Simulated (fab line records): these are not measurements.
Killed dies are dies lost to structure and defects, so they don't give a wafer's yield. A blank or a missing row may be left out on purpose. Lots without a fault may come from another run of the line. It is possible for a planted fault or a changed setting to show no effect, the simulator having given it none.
What tool caused it? || flow n5_finfet || 10 lots with 24 wafers sampled at 7 steps, on a route of 1938 steps

== WHAT EACH GAUGE READ, for each wafer ==
N5_BEOL_M4_RC_MEAS_101. Usual: DIBL_N 35.8 mV/V, standard deviation 1.5; DIBL_P 35.9 mV/V, standard deviation 1.8; IOFF_N 0.152 nA/um, standard deviation 0.025; IOFF_P 0.21 nA/um, standard deviation 0.031; ION_N 672 uA/um, standard deviation 11; ION_P 462 uA/um, standard deviation 7.4; SS_N 71.5 mV/dec, standard deviation 0.52; SS_P 73.2 mV/dec, standard deviation 0.54; VT_N 250 mV, standard deviation 3; VT_P -250 mV, standard deviation 3.3.
{"lot": "L415", "measured": "day 8 10:56", "on": "prober-02", "DIBL_N (mV/V)": "37.5 38.5 35.5", "DIBL_P (mV/V)": "36.4 38.3 34.8", "IOFF_N (nA/um)": "0.161 0.195 0.131", "IOFF_P (nA/um)": "0.23 0.27 0.20", "ION_N (uA/um)": "675 690 665", "ION_P (uA/um)": "467 474 465", "SS_N (mV/dec)": "71.4 72.0 71.7", "SS_P (mV/dec)": "73.3 73.9 73.3", "VT_N (mV)": "249 244 251", "VT_P (mV)": "-247 -245 -248", "flag": ""}
{"lot": "L420", "measured": "day 9 17:10", "on": "prober-02", "DIBL_N (mV/V)": "37.0 37.5 35.0", "DIBL_P (mV/V)": "36.6 37.7 33.7", "IOFF_N (nA/um)": "0.143 0.146 0.112", "IOFF_P (nA/um)": "0.19 0.19 0.14", "ION_N (uA/um)": "670 665 661", "ION_P (uA/um)": "459 453 450", "SS_N (mV/dec)": "71.6 71.9 71.4", "SS_P (mV/dec)": "73.8 74.1 72.9", "VT_N (mV)": "252 254 256", "VT_P (mV)": "-255 -255 -259", "flag": ""}
{"lot": "L419", "measured": "day 10 03:01", "on": "prober-02", "DIBL_N (mV/V)": "36.8 37.5", "DIBL_P (mV/V)": "38.6 38.5", "IOFF_N (nA/um)": "0.155 0.170", "IOFF_P (nA/um)": "0.19 0.20", "ION_N (uA/um)": "678 676", "ION_P (uA/um)": "459 463", "SS_N (mV/dec)": "71.0 70.9", "SS_P (mV/dec)": "73.4 73.9", "VT_N (mV)": "252 251", "VT_P (mV)": "-252 -254", "flag": ""}
{"lot": "L423", "measured": "day 10 23:41", "on": "prober-01", "DIBL_N (mV/V)": "37.7 37.9", "DIBL_P (mV/V)": "35.1 34.9", "IOFF_N (nA/um)": "0.151 0.149", "IOFF_P (nA/um)": "0.21 0.20", "ION_N (uA/um)": "666 662", "ION_P (uA/um)": "459 451", "SS_N (mV/dec)": "72.1 72.2", "SS_P (mV/dec)": "72.7 73.3", "VT_N (mV)": "253 255", "VT_P (mV)": "-249 -250", "flag": ""}
{"lot": "L424", "measured": "day 11 00:23", "on": "prober-02", "DIBL_N (mV/V)": "36.5 35.9", "DIBL_P (mV/V)": "35.2 34.6", "IOFF_N (nA/um)": "0.167 0.151", "IOFF_P (nA/um)": "0.21 0.20", "ION_N (uA/um)": "681 670", "ION_P (uA/um)": "466 462", "SS_N (mV/dec)": "72.1 70.9", "SS_P (mV/dec)": "72.9 73.4", "VT_N (mV)": "251 250", "VT_P (mV)": "-246 -248", "flag": ""}
{"lot": "L426", "measured": "day 11 04:14", "on": "prober-02", "DIBL_N (mV/V)": "34.0 34.7", "DIBL_P (mV/V)": "33.2 34.0", "IOFF_N (nA/um)": "0.117 0.126", "IOFF_P (nA/um)": "0.17 0.18", "ION_N (uA/um)": "659 666", "ION_P (uA/um)": "461 454", "SS_N (mV/dec)": "71.1 71.7", "SS_P (mV/dec)": "73.0 73.1", "VT_N (mV)": "251 253", "VT_P (mV)": "-252 -252", "flag": ""}
{"lot": "L428", "measured": "day 11 21:38", "on": "prober-02", "DIBL_N (mV/V)": "35.2 38.9", "DIBL_P (mV/V)": "36.2 40.1", "IOFF_N (nA/um)": "0.142 0.205", "IOFF_P (nA/um)": "0.20 0.27", "ION_N (uA/um)": "675 687", "ION_P (uA/um)": "461 475", "SS_N (mV/dec)": "71.5 72.3", "SS_P (mV/dec)": "73.4 74.0", "VT_N (mV)": "250 245", "VT_P (mV)": "-252 -247", "flag": ""}
{"lot": "L434", "measured": "day 13 12:31", "on": "prober-02", "DIBL_N (mV/V)": "33.7 33.9 34.5", "DIBL_P (mV/V)": "34.6 34.2 34.7", "IOFF_N (nA/um)": "0.135 0.133 0.145", "IOFF_P (nA/um)": "0.20 0.19 0.20", "ION_N (uA/um)": "662 664 653", "ION_P (uA/um)": "465 455 455", "SS_N (mV/dec)": "71.3 71.8 71.4", "SS_P (mV/dec)": "72.6 73.0 73.2", "VT_N (mV)": "251 253 254", "VT_P (mV)": "-249 -251 -252", "flag": ""}
{"lot": "L435", "measured": "day 13 15:20", "on": "prober-01", "DIBL_N (mV/V)": "36.0 35.9 35.4", "DIBL_P (mV/V)": "35.4 35.9 35.1", "IOFF_N (nA/um)": "0.146 0.154 0.144", "IOFF_P (nA/um)": "0.22 0.23 0.21", "ION_N (uA/um)": "676 678 693", "ION_P (uA/um)": "467 466 468", "SS_N (mV/dec)": "71.5 71.8 71.3", "SS_P (mV/dec)": "73.1 73.0 72.4", "VT_N (mV)": "251 246 251", "VT_P (mV)": "-249 -248 -248", "flag": ""}
{"lot": "L436", "measured": "day 14 09:00", "on": "prober-02", "DIBL_N (mV/V)": "35.6 35.0", "DIBL_P (mV/V)": "35.7 34.9", "IOFF_N (nA/um)": "0.151 0.137", "IOFF_P (nA/um)": "0.21 0.19", "ION_N (uA/um)": "666 675", "ION_P (uA/um)": "465 472", "SS_N (mV/dec)": "71.9 71.3", "SS_P (mV/dec)": "73.4 72.8", "VT_N (mV)": "251 256", "VT_P (mV)": "-251 -253", "flag": ""}

N5_BEOL_M14_THK_MEAS_50: measures by xrf. Usual: M14_THK typically reads 540 nm, with standard deviation 9.1.
{"lot": "L415", "measured": "day 11 19:37", "on": "film_metro-01", "M14_THK (nm)": "545 534 534", "flag": ""}
{"lot": "L420", "measured": "day 13 02:40", "on": "film_metro-02", "M14_THK (nm)": "538 542 534", "flag": ""}
{"lot": "L419", "measured": "day 13 21:26", "on": "film_metro-01", "M14_THK (nm)": "533 531", "flag": ""}
{"lot": "L423", "measured": "day 14 10:09", "on": "film_metro-01", "M14_THK (nm)": "547 1016", "flag": "OFF"}
{"lot": "L424", "measured": "day 14 09:19", "on": "film_metro-01", "M14_THK (nm)": "533 542", "flag": ""}
{"lot": "L426", "measured": "day 14 19:09", "on": "film_metro-01", "M14_THK (nm)": "987 998", "flag": "OFF"}
{"lot": "L428", "measured": "day 15 06:35", "on": "film_metro-02", "M14_THK (nm)": "981 543", "flag": "OFF"}
{"lot": "L434", "measured": "day 16 13:40", "on": "film_metro-01", "M14_THK (nm)": "543 542 536", "flag": ""}
{"lot": "L435", "measured": "day 17 02:34", "on": "film_metro-02", "M14_THK (nm)": "549 530 549", "flag": ""}
{"lot": "L436", "measured": "day 18 03:08", "on": "film_metro-01", "M14_THK (nm)": "544 537", "flag": ""}

N5_BEOL_M14_INSPECT_55: inspects for defects (darkfield). Usual: raw_defect_count at 70, with a standard deviation of 23.
{"lot": "L415", "measured": "day 11 19:48", "on": "defect_inspect-02", "raw_defect_count": "52 36 37", "flag": ""}
{"lot": "L420", "measured": "day 13 02:49", "on": "defect_inspect-01", "raw_defect_count": "53 72 92", "flag": ""}
{"lot": "L419", "measured": "day 13 21:35", "on": "defect_inspect-02", "raw_defect_count": "69 60", "flag": ""}
{"lot": "L423", "measured": "day 14 10:18", "on": "defect_inspect-02", "raw_defect_count": "93 6413", "flag": "OFF"}
{"lot": "L424", "measured": "day 14 09:28", "on": "defect_inspect-02", "raw_defect_count": "50 74", "flag": ""}
{"lot": "L426", "measured": "day 14 19:19", "on": "defect_inspect-01", "raw_defect_count": "6419 6623", "flag": "OFF"}
{"lot": "L428", "measured": "day 15 06:44", "on": "defect_inspect-02", "raw_defect_count": "6438 60", "flag": "OFF"}
{"lot": "L434", "measured": "day 16 13:50", "on": "defect_inspect-02", "raw_defect_count": "84 62 82", "flag": ""}
{"lot": "L435", "measured": "day 17 02:44", "on": "defect_inspect-01", "raw_defect_count": "96 93 68", "flag": ""}
{"lot": "L436", "measured": "day 18 03:17", "on": "defect_inspect-02", "raw_defect_count": "93 134", "flag": ""}

== WHICH TOOL RAN EACH LOT (tool, then ch and the chambers of the sampled wafers, then the start) ==
{"lot": "L415", "N5_BEOL_M14_ETCH_67": "rie_diel-03 ch 0,3, day 11 16:25", "N5_BEOL_M14_DEGAS_41": "pvd_sputter-02, day 11 18:17", "N5_BEOL_M14_ANNEAL_48": "rtp_anneal-02 ch 0, day 11 19:04", "N5_BEOL_M14_CMP_49": "cmp-03 ch 0,1, day 11 19:19"}
{"lot": "L420", "N5_BEOL_M14_ETCH_67": "rie_diel-02 ch 1,3, day 13 00:26", "N5_BEOL_M14_DEGAS_41": "pvd_sputter-01, day 13 01:26", "N5_BEOL_M14_ANNEAL_48": "rtp_anneal-02 ch 0, day 13 02:10", "N5_BEOL_M14_CMP_49": "cmp-04 ch 0,3, day 13 02:25"}
{"lot": "L419", "N5_BEOL_M14_ETCH_67": "rie_diel-03 ch 2,3, day 13 17:13", "N5_BEOL_M14_DEGAS_41": "pvd_sputter-01, day 13 20:19", "N5_BEOL_M14_ANNEAL_48": "rtp_anneal-01 ch 0, day 13 21:01", "N5_BEOL_M14_CMP_49": "cmp-03 ch 1,2, day 13 21:17"}
{"lot": "L423", "N5_BEOL_M14_ETCH_67": "rie_diel-02 ch 0,2, day 14 06:58", "N5_BEOL_M14_DEGAS_41": "pvd_sputter-02, day 14 09:01", "N5_BEOL_M14_ANNEAL_48": "rtp_anneal-01 ch 0, day 14 09:41", "N5_BEOL_M14_CMP_49": "cmp-03 ch 1,2, day 14 09:58"}
{"lot": "L424", "N5_BEOL_M14_ETCH_67": "rie_diel-03 ch 0,2, day 14 05:55", "N5_BEOL_M14_DEGAS_41": "pvd_sputter-02, day 14 08:10", "N5_BEOL_M14_ANNEAL_48": "rtp_anneal-01 ch 0, day 14 08:51", "N5_BEOL_M14_CMP_49": "cmp-03 ch 3, day 14 09:03"}
{"lot": "L426", "N5_BEOL_M14_ETCH_67": "rie_diel-03 ch 0,2, day 14 13:32", "N5_BEOL_M14_DEGAS_41": "pvd_sputter-02, day 14 17:55", "N5_BEOL_M14_ANNEAL_48": "rtp_anneal-01 ch 0, day 14 18:34", "N5_BEOL_M14_CMP_49": "cmp-03 ch 0,2, day 14 18:58"}
{"lot": "L428", "N5_BEOL_M14_ETCH_67": "rie_diel-02 ch 1,3, day 15 01:52", "N5_BEOL_M14_DEGAS_41": "pvd_sputter-01, day 15 05:27", "N5_BEOL_M14_ANNEAL_48": "rtp_anneal-02 ch 0, day 15 06:00", "N5_BEOL_M14_CMP_49": "cmp-03 ch 0,1, day 15 06:17"}
{"lot": "L434", "N5_BEOL_M14_ETCH_67": "rie_diel-02 ch 1,2, day 16 09:50", "N5_BEOL_M14_DEGAS_41": "pvd_sputter-01, day 16 12:31", "N5_BEOL_M14_ANNEAL_48": "rtp_anneal-02 ch 0, day 16 13:07", "N5_BEOL_M14_CMP_49": "cmp-04 ch 1,2, day 16 13:22"}
{"lot": "L435", "N5_BEOL_M14_ETCH_67": "rie_diel-03 ch 0,2, day 17 00:10", "N5_BEOL_M14_DEGAS_41": "pvd_sputter-03, day 17 01:17", "N5_BEOL_M14_ANNEAL_48": "rtp_anneal-02 ch 0, day 17 01:58", "N5_BEOL_M14_CMP_49": "cmp-02 ch 0,1, day 17 02:18"}
{"lot": "L436", "N5_BEOL_M14_ETCH_67": "rie_diel-02 ch 0,3, day 17 19:43", "N5_BEOL_M14_DEGAS_41": "pvd_sputter-01, day 18 01:49", "N5_BEOL_M14_ANNEAL_48": "rtp_anneal-02 ch 0, day 18 02:22", "N5_BEOL_M14_CMP_49": "cmp-04 ch 1,3, day 18 02:50"}
- N5_BEOL_M14_ETCH_67: etches SiARC in CF4, target depth 143 nm, time 238.3 s.
- N5_BEOL_M14_DEGAS_41: time 60 s.
- N5_BEOL_M14_ANNEAL_48: time 90 s.
- N5_BEOL_M14_CMP_49: polishes, stops on SiO2, t overpolish 5.2 s, target thk 560 nm.

== AS READ BY THE TOOLS THEMSELVES (means over the sampled wafers that have a number; for cases with no such wafer, the mark the record gives instead) ==
N5_BEOL_M14_ETCH_67. Usual: value, then standard deviation, for each; cf4_flow_sccm 99.98 sccm / 0.27; drypump_motor_current_A 5.6 A / 0.48; etch_rf_on_time_s 239 s / 3.5; oes_product_au 0.70 a.u. / 0.059; rf_vpp_V 183.8 V / 1.1; showerhead_plenum_p_Torr 2.13 Torr / 0.072; throttle_valve_pct 15.53 % / 0.25.
{"lot": "L415", "tool": "rie_diel-03", "cf4_flow_sccm (sccm)": 100.05, "drypump_motor_current_A (A)": 5.4, "etch_rf_on_time_s (s)": 240, "oes_product_au (a.u.)": 0.65, "rf_vpp_V (V)": 184.0, "showerhead_plenum_p_Torr (Torr)": 2.18, "throttle_valve_pct (%)": 15.79, "flag": ""}
{"lot": "L420", "tool": "rie_diel-02", "cf4_flow_sccm (sccm)": 99.74, "drypump_motor_current_A (A)": 6.0, "etch_rf_on_time_s (s)": 238, "oes_product_au (a.u.)": 0.74, "rf_vpp_V (V)": 184.3, "showerhead_plenum_p_Torr (Torr)": 2.14, "throttle_valve_pct (%)": 15.19, "flag": ""}
{"lot": "L419", "tool": "rie_diel-03", "cf4_flow_sccm (sccm)": 100.02, "drypump_motor_current_A (A)": 5.6, "etch_rf_on_time_s (s)": 242, "oes_product_au (a.u.)": 0.70, "rf_vpp_V (V)": 184.9, "showerhead_plenum_p_Torr (Torr)": 2.16, "throttle_valve_pct (%)": 15.54, "flag": ""}
{"lot": "L423", "tool": "rie_diel-02", "cf4_flow_sccm (sccm)": 100.15, "drypump_motor_current_A (A)": 5.1, "etch_rf_on_time_s (s)": 232, "oes_product_au (a.u.)": 0.73, "rf_vpp_V (V)": 184.6, "showerhead_plenum_p_Torr (Torr)": 2.17, "throttle_valve_pct (%)": 15.59, "flag": ""}
{"lot": "L424", "tool": "rie_diel-03", "cf4_flow_sccm (sccm)": 99.73, "drypump_motor_current_A (A)": 6.0, "etch_rf_on_time_s (s)": 238, "oes_product_au (a.u.)": 0.74, "rf_vpp_V (V)": 183.4, "showerhead_plenum_p_Torr (Torr)": 2.08, "throttle_valve_pct (%)": 15.54, "flag": ""}
{"lot": "L426", "tool": "rie_diel-03", "cf4_flow_sccm (sccm)": 99.86, "drypump_motor_current_A (A)": 6.0, "etch_rf_on_time_s (s)": 240, "oes_product_au (a.u.)": 0.73, "rf_vpp_V (V)": 182.7, "showerhead_plenum_p_Torr (Torr)": 2.08, "throttle_valve_pct (%)": 15.54, "flag": ""}
{"lot": "L428", "tool": "rie_diel-02", "cf4_flow_sccm (sccm)": 99.97, "drypump_motor_current_A (A)": 5.8, "etch_rf_on_time_s (s)": 238, "oes_product_au (a.u.)": 0.72, "rf_vpp_V (V)": 183.7, "showerhead_plenum_p_Torr (Torr)": 2.17, "throttle_valve_pct (%)": 15.26, "flag": ""}
{"lot": "L434", "tool": "rie_diel-02", "cf4_flow_sccm (sccm)": 99.88, "drypump_motor_current_A (A)": 5.6, "etch_rf_on_time_s (s)": 239, "oes_product_au (a.u.)": 0.68, "rf_vpp_V (V)": 182.6, "showerhead_plenum_p_Torr (Torr)": 2.06, "throttle_valve_pct (%)": 15.41, "flag": ""}
{"lot": "L435", "tool": "rie_diel-03", "cf4_flow_sccm (sccm)": 99.85, "drypump_motor_current_A (A)": 6.0, "etch_rf_on_time_s (s)": 238, "oes_product_au (a.u.)": 0.70, "rf_vpp_V (V)": 183.4, "showerhead_plenum_p_Torr (Torr)": 2.07, "throttle_valve_pct (%)": 15.68, "flag": ""}
{"lot": "L436", "tool": "rie_diel-02", "cf4_flow_sccm (sccm)": 99.92, "drypump_motor_current_A (A)": 5.2, "etch_rf_on_time_s (s)": 238, "oes_product_au (a.u.)": 0.72, "rf_vpp_V (V)": 184.6, "showerhead_plenum_p_Torr (Torr)": 2.25, "throttle_valve_pct (%)": 15.59, "flag": ""}

N5_BEOL_M14_DEGAS_41. Usual: heater_power_w at 464 W, with a standard deviation of 61.
{"lot": "L415", "tool": "pvd_sputter-02", "heater_power_w (W)": 504, "flag": ""}
{"lot": "L420", "tool": "pvd_sputter-01", "heater_power_w (W)": 407, "flag": ""}
{"lot": "L419", "tool": "pvd_sputter-01", "heater_power_w (W)": 422, "flag": ""}
{"lot": "L423", "tool": "pvd_sputter-02", "heater_power_w (W)": 386, "flag": ""}
{"lot": "L424", "tool": "pvd_sputter-02", "heater_power_w (W)": 490, "flag": ""}
{"lot": "L426", "tool": "pvd_sputter-02", "heater_power_w (W)": 510, "flag": ""}
{"lot": "L428", "tool": "pvd_sputter-01", "heater_power_w (W)": 425, "flag": ""}
{"lot": "L434", "tool": "pvd_sputter-01", "heater_power_w (W)": 387, "flag": ""}
{"lot": "L435", "tool": "pvd_sputter-03", "heater_power_w (W)": 492, "flag": ""}
{"lot": "L436", "tool": "pvd_sputter-01", "heater_power_w (W)": 416, "flag": ""}

N5_BEOL_M14_ANNEAL_48. Usual: wafer_temp_C_max at 225.74, with a standard deviation of 0.23.
{"lot": "L415", "tool": "rtp_anneal-02", "wafer_temp_C_max": 225.84, "flag": ""}
{"lot": "L420", "tool": "rtp_anneal-02", "wafer_temp_C_max": 225.76, "flag": ""}
{"lot": "L419", "tool": "rtp_anneal-01", "wafer_temp_C_max": 225.72, "flag": ""}
{"lot": "L423", "tool": "rtp_anneal-01", "wafer_temp_C_max": 225.47, "flag": ""}
{"lot": "L424", "tool": "rtp_anneal-01", "wafer_temp_C_max": 225.77, "flag": ""}
{"lot": "L426", "tool": "rtp_anneal-01", "wafer_temp_C_max": 225.64, "flag": ""}
{"lot": "L428", "tool": "rtp_anneal-02", "wafer_temp_C_max": 225.48, "flag": ""}
{"lot": "L434", "tool": "rtp_anneal-02", "wafer_temp_C_max": 226.01, "flag": ""}
{"lot": "L435", "tool": "rtp_anneal-02", "wafer_temp_C_max": 225.71, "flag": ""}
{"lot": "L436", "tool": "rtp_anneal-02", "wafer_temp_C_max": 225.83, "flag": ""}

N5_BEOL_M14_CMP_49. Usual: barrier_field_endpoint_s 11.21 s, standard deviation 0.28; motor_current_A 8.0 A, standard deviation 0.94; overpolish_run_s 5.200 s, standard deviation 0.0087; time_to_endpoint_s 119 s, standard deviation 4.5.
{"lot": "L415", "tool": "cmp-03", "barrier_field_endpoint_s (s)": 11.06, "motor_current_A (A)": 8.8, "overpolish_run_s (s)": 5.194, "time_to_endpoint_s (s)": 117, "flag": ""}
{"lot": "L420", "tool": "cmp-04", "barrier_field_endpoint_s (s)": 11.28, "motor_current_A (A)": 8.1, "overpolish_run_s (s)": 5.208, "time_to_endpoint_s (s)": 122, "flag": ""}
{"lot": "L419", "tool": "cmp-03", "barrier_field_endpoint_s (s)": 11.14, "motor_current_A (A)": 9.1, "overpolish_run_s (s)": 5.188, "time_to_endpoint_s (s)": 120, "flag": ""}
{"lot": "L423", "tool": "cmp-03", "barrier_field_endpoint_s (s)": 17.32, "motor_current_A (A)": 8.9, "overpolish_run_s (s)": 3.854, "time_to_endpoint_s (s)": 138, "flag": "OFF"}
{"lot": "L424", "tool": "cmp-03", "barrier_field_endpoint_s (s)": 11.37, "motor_current_A (A)": 7.0, "overpolish_run_s (s)": 5.180, "time_to_endpoint_s (s)": 122, "flag": ""}
{"lot": "L426", "tool": "cmp-03", "barrier_field_endpoint_s (s)": 22.35, "motor_current_A (A)": 7.3, "overpolish_run_s (s)": 3.650, "time_to_endpoint_s (s)": 159, "flag": "OFF"}
{"lot": "L428", "tool": "cmp-03", "barrier_field_endpoint_s (s)": 17.34, "motor_current_A (A)": 8.2, "overpolish_run_s (s)": 3.998, "time_to_endpoint_s (s)": 138, "flag": "OFF"}
{"lot": "L434", "tool": "cmp-04", "barrier_field_endpoint_s (s)": 11.19, "motor_current_A (A)": 7.6, "overpolish_run_s (s)": 5.202, "time_to_endpoint_s (s)": 116, "flag": ""}
{"lot": "L435", "tool": "cmp-02", "barrier_field_endpoint_s (s)": 10.88, "motor_current_A (A)": 7.5, "overpolish_run_s (s)": 5.199, "time_to_endpoint_s (s)": 116, "flag": ""}
{"lot": "L436", "tool": "cmp-04", "barrier_field_endpoint_s (s)": 10.91, "motor_current_A (A)": 8.1, "overpolish_run_s (s)": 5.190, "time_to_endpoint_s (s)": 118, "flag": ""}

== THE ANSWER, worked out from the rows above alone ==
Rule: a lot is off if the mean of its wafers that have a number lies more than 3 standard deviations from the usual mean. Also off: a lot with no number at a reading for which 4 or more lots have one. The other lots that the step has rows for count as sound. First the gauges in route order, then the tools' own readings, where a lot's mean is used as printed above. The first step at which some lot is off is used, and at that step the reading that is off furthest; a lot without a number counts as furthest.
Off: at N5_BEOL_M14_THK_MEAS_50 (M14_THK), L423, L426, L428.
A tool fits if, at a process step before that reading, it ran every lot that is off, and no sound lot after the first of them. Not tried: the gauges at N5_BEOL_M14_THK_MEAS_50; whatever is off there is also off at N5_BEOL_M14_INSPECT_55, on other tools, and gauge error can't account for it. One candidate fits, namely cmp-03 at N5_BEOL_M14_CMP_49. Its last sound lot is L424 (day 14 09:03), its first lot that is off L423 (day 14 09:58): a fault that began between those two fits.
The tool's own readings at N5_BEOL_M14_CMP_49 bear it out: on the lots that are off they differ by more than 5 times the standard deviation of the sound lots' means. barrier_field_endpoint_s reads 19.00 s there against 11.12 s on the sound lots; overpolish_run_s reads 3.834 s there against 5.194 s on the sound lots; time_to_endpoint_s reads 145 s there against 119 s on the sound lots.

== WHAT THE SIMULATOR HAD INSERTED ==
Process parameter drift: cmp-03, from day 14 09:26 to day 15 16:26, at N5_BEOL_M14_CMP_49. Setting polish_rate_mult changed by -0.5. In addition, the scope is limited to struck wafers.
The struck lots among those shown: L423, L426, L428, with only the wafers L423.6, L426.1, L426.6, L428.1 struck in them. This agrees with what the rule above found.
